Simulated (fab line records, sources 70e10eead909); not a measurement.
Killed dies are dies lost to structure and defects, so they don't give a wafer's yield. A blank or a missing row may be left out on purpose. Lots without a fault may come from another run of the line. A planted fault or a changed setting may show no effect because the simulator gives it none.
A struck lot beside a sound one | flow nand_harc | 21 steps out of a route of 1159
Sound: wafers L752.1, L752.3, L752.6. Struck: wafers L757.1, L757.2, L757.5. The cause comes at the end.
At each step with rows: each side's tool, then ch and its chambers, then its first start. Under that, the readings that differ: sound wafers | struck wafers | difference of the means | sigmas: that difference in standard deviations of wafers without a fault.
alike: readings whose means differ by less than 2 such deviations, and words and numbers that are the same on both sides. not compared: withheld readings, readings that some wafer has no value for, bounds like >300 that may hide the same value, and numbers for which the record gives no deviation and whose values overlap.
The two part at a step that has a row with sigmas, a row that says differs or no value, or rows on one side only. Numbers that don't overlap but have no deviation are shown without sigmas and don't part them. A reading that every wafer of one side lacks parts them only if that side has two wafers or more.

NHARC_P_CONTACT_DEP_30: deposits SiNx, target thk 30 nm.
  sound on pecvd-01 ch 0,1,2, day 8 19:41; struck on pecvd-01 ch 0,1,2, day 9 17:55
  alike: heater_power_w
NHARC_P_CONTACT_DEP_00: deposits SiO2, target thk 500 nm.
  sound on pecvd-01 ch 0,1,2; struck on pecvd-01 ch 0,1,2
  alike: chamber_pressure_Torr, heater_power_w, mfc_precursor_sccm, throttle_valve_pct
NHARC_P_CONTACT_CMP_01: polishes SiO2, target thk 200 nm.
  sound on cmp-02 ch 0,1, day 8 20:25; struck on cmp-01 ch 0,1,2, day 9 18:41
  alike: motor_current_A
then, 8 steps without rows for these wafers: NHARC_P_CONTACT_SRD_03; NHARC_P_CONTACT_DEHYDRATE_04 (time 120 s); NHARC_P_CONTACT_HMDS_05 (time 30 s); NHARC_P_CONTACT_COAT_33 (time 75 s); NHARC_P_CONTACT_COAT_34 (time 65 s); NHARC_P_CONTACT_COAT_06 (resist thk 90 nm); NHARC_P_CONTACT_SOFTBAKE_07 (time 55 s); NHARC_P_CONTACT_EBR_08.
NHARC_P_CONTACT_EXPOSE_09: exposes mask P CA, target cd 90 nm.
  sound on arfi_scanner-01 ch 0, day 8 21:05; struck on arfi_scanner-02 ch 0, day 9 19:20
  reading              | sound             | struck            | difference | sigmas
  exposure_dose_mJ_cm2 | 81.21 81.24 81.06 | 82.38 82.30 82.23 | +1.13      | +14
  alike: mask
then, 2 steps without rows for these wafers: NHARC_P_CONTACT_PEB_10 (peb time 65 s); NHARC_P_CONTACT_DEVELOP_11 (develop time 35 s).
NHARC_P_CONTACT_CD_MEAS_12: target cd 90 nm.
  sound on cd_sem-03 ch 0, day 8 21:14; struck on cd_sem-02 ch 0, day 9 19:28
  alike: cd_nm
NHARC_P_CONTACT_OVL_MEAS_13:
  sound on overlay-02, day 8 21:20; struck on overlay-02, day 9 19:34
  alike: overlay_x_nm, overlay_y_nm
NHARC_P_CONTACT_INSPECT_14:
  sound on defect_inspect-01, day 8 21:22; struck on defect_inspect-02, day 9 19:36
  alike: raw_defect_count
NHARC_P_CONTACT_DESCUM_17: chemistry O2, time 3 s.
  sound on rie_diel-06 ch 0,2,3, day 8 21:26; struck on rie_diel-06 ch 0,1,2, day 9 19:40
  alike: drypump_motor_current_A, mfc_ar_sccm, oes_product_au, rf_vpp_V, showerhead_plenum_p_Torr, throttle_valve_pct
  not compared: rf_hours_counter_h, model.P_CONTACT.cd_nm
NHARC_P_CONTACT_ETCH_35: etches the open film in CF4, target depth 39 nm, time 65 s.
  sound on rie_diel-06 ch 0,1,3, day 8 21:31; struck on rie_diel-06 ch 1,2,3, day 9 19:44
  alike: drypump_motor_current_A, mfc_ar_sccm, oes_product_au, rf_vpp_V, showerhead_plenum_p_Torr, throttle_valve_pct
  not compared: rf_hours_counter_h, model.P_CONTACT.cd_nm
NHARC_P_CONTACT_ETCH_36: etches the open film in N2/H2, target depth 260 nm, time 406.25 s.
  sound on rie_diel-06 ch 0,2,3; struck on rie_diel-06 ch 2,3
  alike: drypump_motor_current_A, mfc_ar_sccm, oes_product_au, rf_vpp_V, showerhead_plenum_p_Torr, throttle_valve_pct
  not compared: rf_hours_counter_h
-- the record jumps here: 13 days lie between the struck wafers' starts before and after (it left off in module P_CONTACT and takes up again in module END, whose first step shown is number 1159 of the route) --
NHARC_END_SORT_01:
  the record has rows for the struck wafers here (prober-02 ch 0, day 23 04:37) and none for the sound ones

WHERE THEY PART
First at NHARC_P_CONTACT_EXPOSE_09; last, within this record, at NHARC_END_SORT_01.

WHY: what the simulator had put in
Process parameter drift: arfi_scanner-02, from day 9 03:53 on, at NHARC_P_CONTACT_EXPOSE_09. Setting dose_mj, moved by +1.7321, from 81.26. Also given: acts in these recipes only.
